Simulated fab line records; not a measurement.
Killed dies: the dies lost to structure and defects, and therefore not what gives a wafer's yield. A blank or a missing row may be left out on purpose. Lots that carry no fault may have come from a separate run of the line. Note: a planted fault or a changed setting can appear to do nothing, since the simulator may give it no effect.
Which tool is to blame?	flow nand_harc	24 lots, 72 wafers sampled, at 6 steps of a route of 1302

== WHAT THE GAUGES SHOWED, per wafer ==
No reading from a measuring or inspecting step in the record can be judged against a usual standard deviation.

== TOOL THAT RAN EACH LOT (tool first, then ch and the chambers of the sampled wafers, then the start) ==
lot	NHARC_A_SLIT_DEP_00	NHARC_A_WL_FILL_RTA_01	NHARC_A_WL_FILL_STRIP_27	NHARC_A_WL_FILL_ETCHBACK_16	NHARC_A_WL_FILL_ALD_19	NHARC_A_WL_FILL_CMP_12
L076	acl_dep-03 ch 0, day 20 02:21	rtp_anneal-01 ch 0, day 20 20:29	plasma_asher-02 ch 0,1, day 20 21:53	rie_diel-03 ch 0,2,3, day 21 13:36 or earlier	ald_metal-02 ch 0,2,3, day 21 13:36	cmp-01 ch 0,1,3, day 21 13:59
L074	acl_dep-01 ch 0, day 20 03:47	rtp_anneal-01 ch 0, day 20 22:19	plasma_asher-01 ch 0,1, day 20 23:49	rie_diel-09 ch 0,3, day 21 13:35 or earlier	ald_metal-04 ch 2,3, day 21 13:35	cmp-03 ch 0,2,3, day 21 14:01
L075	acl_dep-03 ch 0, day 20 06:43	rtp_anneal-02 ch 0, day 21 02:07	plasma_asher-02 ch 0,1, day 21 03:31	rie_diel-09 ch 0,3, day 21 22:17 or earlier	ald_metal-04 ch 0,1,2, day 21 22:17	cmp-01 ch 1,2, day 21 22:41
L077	acl_dep-01 ch 0, day 20 15:50	rtp_anneal-01 ch 0, day 21 10:10	plasma_asher-01 ch 0,1, day 21 11:43	rie_diel-03 ch 0,3, day 22 03:50 or earlier	ald_metal-04 ch 0,1,3, day 22 03:50	cmp-02 ch 0,1,3, day 22 04:13
L078	acl_dep-02 ch 0, day 21 02:13	rtp_anneal-02 ch 0, day 21 20:58	plasma_asher-02 ch 0,1, day 21 22:22	rie_diel-02 ch 0,1,3, day 22 14:04 or earlier	ald_metal-02 ch 0,1,3, day 22 14:04	cmp-01 ch 1,2,3, day 22 14:26
L079	acl_dep-02 ch 0, day 21 19:21	rtp_anneal-01 ch 0, day 22 13:10	plasma_asher-01 ch 0,1, day 22 14:34	rie_diel-02 ch 0,1,2, day 23 06:20 or earlier	ald_metal-04 ch 0,1,2, day 23 06:20	cmp-02 ch 1,2,3, day 23 06:44
L080	acl_dep-03 ch 0, day 21 20:27	rtp_anneal-02 ch 0, day 22 18:01	plasma_asher-02 ch 0, day 22 19:24	rie_diel-03 ch 1,2,3, day 23 12:35 or earlier	ald_metal-04 ch 0,1,3, day 23 12:35	cmp-02 ch 1,3, day 23 12:55
L081	acl_dep-01 ch 0, day 22 18:59	rtp_anneal-02 ch 0, day 23 11:46	plasma_asher-01 ch 0,1, day 23 13:14	rie_diel-03 ch 1,2, day 24 08:32 or earlier	ald_metal-04 ch 2,3, day 24 08:32	cmp-01 ch 0,2,3, day 24 09:00
L083	acl_dep-03 ch 0, day 23 13:08	rtp_anneal-01 ch 0, day 24 06:53	plasma_asher-01 ch 0,1, day 24 08:30	rie_diel-03 ch 0,2, day 25 00:28 or earlier	ald_metal-04 ch 2,3, day 25 00:28	cmp-03 ch 0,1,3, day 25 00:54
L082	acl_dep-02 ch 0, day 23 14:37	rtp_anneal-02 ch 0, day 24 06:47	plasma_asher-01 ch 1, day 24 08:11	rie_diel-03 ch 0,3, day 25 00:28 or earlier	ald_metal-01 ch 1,2, day 25 00:28	cmp-01 ch 0,1,3, day 25 00:52
L086	acl_dep-02 ch 0, day 24 04:53	rtp_anneal-01 ch 0, day 24 22:28	plasma_asher-02 ch 0,1, day 25 00:03	rie_diel-03 ch 0,3, day 25 18:15 or earlier	ald_metal-04 ch 0,1,2, day 25 18:15	cmp-03 ch 0,1,3, day 25 18:41
L084	acl_dep-03 ch 0, day 24 06:38	rtp_anneal-02 ch 0, day 24 22:29	plasma_asher-02 ch 0,1, day 24 23:55	rie_diel-02 ch 0,1,2, day 25 18:14 or earlier	ald_metal-01 ch 0,1,2, day 25 18:14	cmp-02 ch 1,2,3, day 25 18:39
L087	acl_dep-03 ch 0, day 24 15:53	rtp_anneal-02 ch 0, day 25 08:32	plasma_asher-02 ch 0,1, day 25 09:55	rie_diel-09 ch 0,2,3, day 26 03:05 or earlier	ald_metal-02 ch 0,2,3, day 26 03:05	cmp-02 ch 2,3, day 26 03:26
L085	acl_dep-01 ch 0, day 24 16:39	rtp_anneal-01 ch 0, day 25 08:42	plasma_asher-01 ch 0,1, day 25 10:10	rie_diel-03 ch 0,2, day 26 03:01 or earlier	ald_metal-01 ch 1,2, day 26 03:01	cmp-01 ch 0,2, day 26 03:25
L088	acl_dep-02 ch 0, day 25 11:40	rtp_anneal-02 ch 0, day 26 07:06	plasma_asher-01 ch 0,1, day 26 08:43	rie_diel-02 ch 0,1,3, day 27 02:16 or earlier	ald_metal-01 ch 0,1,3, day 27 02:16	cmp-03 ch 0,2,3, day 27 02:40
L089	acl_dep-03 ch 0, day 25 11:42	rtp_anneal-01 ch 0, day 26 10:09	plasma_asher-01 ch 0,1, day 26 11:39	rie_diel-09 ch 0,1,3, day 27 05:55 or earlier	ald_metal-04 ch 1,2,3, day 27 05:55	cmp-02 ch 0,1, day 27 06:18
L090	acl_dep-03 ch 0, day 26 00:46	rtp_anneal-02 ch 0, day 26 19:34	plasma_asher-02 ch 0,1, day 26 20:59	rie_diel-02 ch 0,2, day 27 12:40 or earlier	ald_metal-01 ch 1,2, day 27 12:40	cmp-03 ch 1,2, day 27 13:06
L092	acl_dep-01 ch 0, day 27 00:29	rtp_anneal-01 ch 0, day 27 18:31	plasma_asher-02 ch 0,1, day 27 20:23	rie_diel-03 ch 0,1,2, day 28 11:30 or earlier	ald_metal-01 ch 1,2, day 28 11:30	cmp-02 ch 1,3, day 28 11:53
L091	acl_dep-03 ch 0, day 27 01:44	rtp_anneal-02 ch 0, day 27 18:26	plasma_asher-01 ch 0,1, day 27 20:04	rie_diel-02 ch 2,3, day 28 11:31 or earlier	ald_metal-02 ch 1,2, day 28 11:31	cmp-01 ch 2,3, day 28 11:53
L093	acl_dep-02 ch 0, day 27 06:22	rtp_anneal-01 ch 0, day 28 00:20	plasma_asher-02 ch 0,1, day 28 01:46	rie_diel-09 ch 0,2,3, day 28 18:07 or earlier	ald_metal-04 ch 1,2, day 28 18:07	cmp-01 ch 0,2,3, day 28 18:33
L094	acl_dep-03 ch 0, day 27 11:02	rtp_anneal-01 ch 0, day 28 08:13	plasma_asher-02 ch 0,1, day 28 09:37	rie_diel-09 ch 2,3, day 29 01:13 or earlier	ald_metal-01 ch 0,1,3, day 29 01:13	cmp-01 ch 0,1,3, day 29 01:39
L096	acl_dep-01 ch 0, day 28 09:58	rtp_anneal-01 ch 0, day 29 03:08	plasma_asher-01 ch 0,1, day 29 04:33	rie_diel-09 ch 1,2,3, day 29 20:08 or earlier	ald_metal-04 ch 0,1,3, day 29 20:08	cmp-02 ch 0,1,3, day 29 20:31
L095	acl_dep-02 ch 0, day 28 10:08	rtp_anneal-02 ch 0, day 29 03:08	plasma_asher-02 ch 0,1, day 29 04:50	rie_diel-02 ch 0,2,3, day 29 22:34 or earlier	ald_metal-01 ch 0,2,3, day 29 22:34	cmp-02 ch 0,1, day 29 22:56
L097	acl_dep-03 ch 0, day 29 03:55	rtp_anneal-01 ch 0, day 29 21:46	plasma_asher-02 ch 0,1, day 29 23:10	rie_diel-03 ch 0,2,3, day 30 14:52 or earlier	ald_metal-04 ch 0,1,3, day 30 14:52	cmp-01 ch 1,2,3, day 30 15:26
- NHARC_A_SLIT_DEP_00: deposits aC, target thk 6200 nm.
- NHARC_A_WL_FILL_RTA_01: time 5 s.
- NHARC_A_WL_FILL_STRIP_27: strips in N2/H2, time 20 s.
- NHARC_A_WL_FILL_ETCHBACK_16: etches the open film in C4F8/O2/Ar, target depth 120 nm, time 24 s.
- NHARC_A_WL_FILL_ALD_19: deposits TiN, target thk 2 nm, pulse time 3 s, ald cycles 100.
- NHARC_A_WL_FILL_CMP_12: polishes, t overpolish 30 s, target thk 100 nm.

== WHAT THE TOOLS THEMSELVES READ (means of the sampled wafers that have a number; where no wafer has one, the mark that the record gives instead) ==
NHARC_A_SLIT_DEP_00.
lot	tool	throttle_valve_pct (%)
L076	acl_dep-03	34.998
L074	acl_dep-01	35.002
L075	acl_dep-03	35.000
L077	acl_dep-01	35.001
L078	acl_dep-02	35.007
L079	acl_dep-02	35.009
L080	acl_dep-03	35.005
L081	acl_dep-01	35.002
L083	acl_dep-03	35.011
L082	acl_dep-02	35.002
L086	acl_dep-02	34.992
L084	acl_dep-03	35.001
L087	acl_dep-03	34.999
L085	acl_dep-01	35.002
L088	acl_dep-02	35.007
L089	acl_dep-03	34.997
L090	acl_dep-03	34.992
L092	acl_dep-01	34.994
L091	acl_dep-03	34.998
L093	acl_dep-02	35.002
L094	acl_dep-03	35.009
L096	acl_dep-01	35.004
L095	acl_dep-02	34.997
L097	acl_dep-03	34.999

NHARC_A_WL_FILL_RTA_01.
lot	tool	anneal_temp_c_max	lamp_power_pct (%)	lamp_zone_4_pct (%)	wafer_temp_C_max
L076	rtp_anneal-01	1004.5	28.2	28.2	1006.2
L074	rtp_anneal-01	1004.5	28.2	28.2	1006.4
L075	rtp_anneal-02	1003.3	26.9	26.9	1005.2
L077	rtp_anneal-01	1003.6	28.2	28.2	1006.6
L078	rtp_anneal-02	1003.6	27.0	27.0	1004.5
L079	rtp_anneal-01	1005.2	28.2	28.2	1007.3
L080	rtp_anneal-02	1003.7	26.9	26.9	1004.5
L081	rtp_anneal-02	1003.4	26.9	26.9	1005.4
L083	rtp_anneal-01	1004.0	28.2	28.2	1007.9
L082	rtp_anneal-02	1003.1	26.9	26.9	1005.3
L086	rtp_anneal-01	1004.4	28.2	28.2	1006.8
L084	rtp_anneal-02	1004.2	26.9	26.9	1006.5
L087	rtp_anneal-02	1003.5	26.9	26.9	1005.4
L085	rtp_anneal-01	1004.0	28.2	28.2	1006.9
L088	rtp_anneal-02	1004.0	27.0	26.9	1005.6
L089	rtp_anneal-01	1003.6	28.3	28.2	1006.7
L090	rtp_anneal-02	1003.1	26.9	26.9	1006.2
L092	rtp_anneal-01	1004.0	28.2	28.2	1007.2
L091	rtp_anneal-02	1003.1	26.9	26.9	1005.9
L093	rtp_anneal-01	1004.6	28.2	28.2	1006.6
L094	rtp_anneal-01	1004.4	28.2	28.2	1007.2
L096	rtp_anneal-01	1004.9	28.2	28.2	1006.8
L095	rtp_anneal-02	1003.8	27.0	26.9	1005.1
L097	rtp_anneal-01	1004.7	28.2	28.2	1006.9

NHARC_A_WL_FILL_STRIP_27.
lot	tool	drypump_motor_current_A (A)	heater_power_w (W)
L076	plasma_asher-02	5.46	310
L074	plasma_asher-01	5.22	360
L075	plasma_asher-02	5.51	315
L077	plasma_asher-01	5.23	360
L078	plasma_asher-02	5.53	314
L079	plasma_asher-01	5.22	360
L080	plasma_asher-02	5.56	318
L081	plasma_asher-01	5.51	370
L083	plasma_asher-01	5.22	351
L082	plasma_asher-01	4.94	340
L086	plasma_asher-02	5.50	318
L084	plasma_asher-02	5.49	314
L087	plasma_asher-02	5.46	311
L085	plasma_asher-01	5.21	345
L088	plasma_asher-01	5.50	370
L089	plasma_asher-01	5.22	347
L090	plasma_asher-02	5.49	305
L092	plasma_asher-02	5.51	308
L091	plasma_asher-01	5.22	342
L093	plasma_asher-02	5.48	299
L094	plasma_asher-02	5.52	310
L096	plasma_asher-01	5.21	346
L095	plasma_asher-02	5.48	299
L097	plasma_asher-02	5.55	308

NHARC_A_WL_FILL_ETCHBACK_16.
lot	tool	oes_product_au (a.u.)	rf_fwd_power_W (W)	rf_vpp_V (V)
L076	rie_diel-03	1.00	587	725
L074	rie_diel-09	0.92	587	723
L075	rie_diel-09	0.91	585	723
L077	rie_diel-03	0.98	584	725
L078	rie_diel-02	1.00	592	720
L079	rie_diel-02	0.93	592	720
L080	rie_diel-03	1.00	589	724
L081	rie_diel-03	1.01	594	722
L083	rie_diel-03	0.97	587	722
L082	rie_diel-03	0.95	586	723
L086	rie_diel-03	0.98	585	723
L084	rie_diel-02	1.00	592	719
L087	rie_diel-09	1.01	588	723
L085	rie_diel-03	0.98	586	722
L088	rie_diel-02	1.00	588	721
L089	rie_diel-09	1.00	588	723
L090	rie_diel-02	0.93	591	717
L092	rie_diel-03	1.01	591	721
L091	rie_diel-02	0.93	585	719
L093	rie_diel-09	0.97	587	723
L094	rie_diel-09	0.93	587	721
L096	rie_diel-09	1.01	589	721
L095	rie_diel-02	0.99	590	718
L097	rie_diel-03	1.01	586	724

NHARC_A_WL_FILL_ALD_19.
lot	tool	heater_power_outer_w (W)	heater_power_w (W)	precursor_pulse_height_rel
L076	ald_metal-02	679	1078	1.000
L074	ald_metal-04	679	1038	1.002
L075	ald_metal-04	705	1101	1.005
L077	ald_metal-04	772	1183	1.015
L078	ald_metal-02	666	1042	1.012
L079	ald_metal-04	718	1098	0.991
L080	ald_metal-04	763	1192	0.996
L081	ald_metal-04	747	1164	1.020
L083	ald_metal-04	673	1054	1.002
L082	ald_metal-01	638	1028	1.013
L086	ald_metal-04	695	1106	1.015
L084	ald_metal-01	670	1075	1.002
L087	ald_metal-02	676	1089	0.981
L085	ald_metal-01	631	979	1.006
L088	ald_metal-01	702	1147	1.008
L089	ald_metal-04	726	1124	1.015
L090	ald_metal-01	627	1010	1.005
L092	ald_metal-01	636	993	1.002
L091	ald_metal-02	666	976	1.021
L093	ald_metal-04	662	1006	1.012
L094	ald_metal-01	724	1155	1.000
L096	ald_metal-04	788	1225	0.997
L095	ald_metal-01	696	1099	0.971
L097	ald_metal-04	816	1252	0.997

NHARC_A_WL_FILL_CMP_12.
lot	tool	motor_current_A (A)	overpolish_run_s (s)	time_to_endpoint_s (s)
L076	cmp-01	11.1	30.000	21
L074	cmp-03	11.9	29.994	19
L075	cmp-01	11.7	30.004	22
L077	cmp-02	11.5	29.997	19
L078	cmp-01	11.7	30.004	23
L079	cmp-02	11.4	29.998	26
L080	cmp-02	11.9	29.996	19
L081	cmp-01	11.7	30.001	22
L083	cmp-03	12.0	29.997	17
L082	cmp-01	11.0	30.003	23
L086	cmp-03	11.9	30.001	14
L084	cmp-02	11.9	30.002	24
L087	cmp-02	11.5	29.997	24
L085	cmp-01	12.4	30.002	14
L088	cmp-03	11.8	30.006	20
L089	cmp-02	11.4	30.010	21
L090	cmp-03	11.4	30.003	20
L092	cmp-02	12.1	29.990	21
L091	cmp-01	11.8	30.006	20
L093	cmp-01	11.7	30.006	20
L094	cmp-01	11.1	30.001	22
L096	cmp-02	11.5	30.009	21
L095	cmp-02	11.3	30.006	18
L097	cmp-01	11.8	30.006	16

== THE ANSWER, worked out from the rows above alone ==
Rule: the usual values come from the lots themselves. Put in order of their means at a reading, lots are off if they are a third of the lots or fewer, leave a main group of 4 or more, and stand apart from it by a gap of 3 or more times the standard deviation of the main group's means; of several such gaps the widest counts. Not used: any main group whose means are identical at the precision the tables above print for the reading. A lot without any number at a reading at which 4 lots or more have one is off too. All remaining lots with rows at the step are treated as sound. After the gauges, taken in route order, come the tools' own readings; for these a lot's mean is taken, as printed above. At the first step where some lot is off, the reading lying furthest off is the one used; lots without a number count as furthest.
No lot is off at any reading shown: from this, nothing can be told.

== WHAT WAS PUT IN BY THE SIMULATOR ==
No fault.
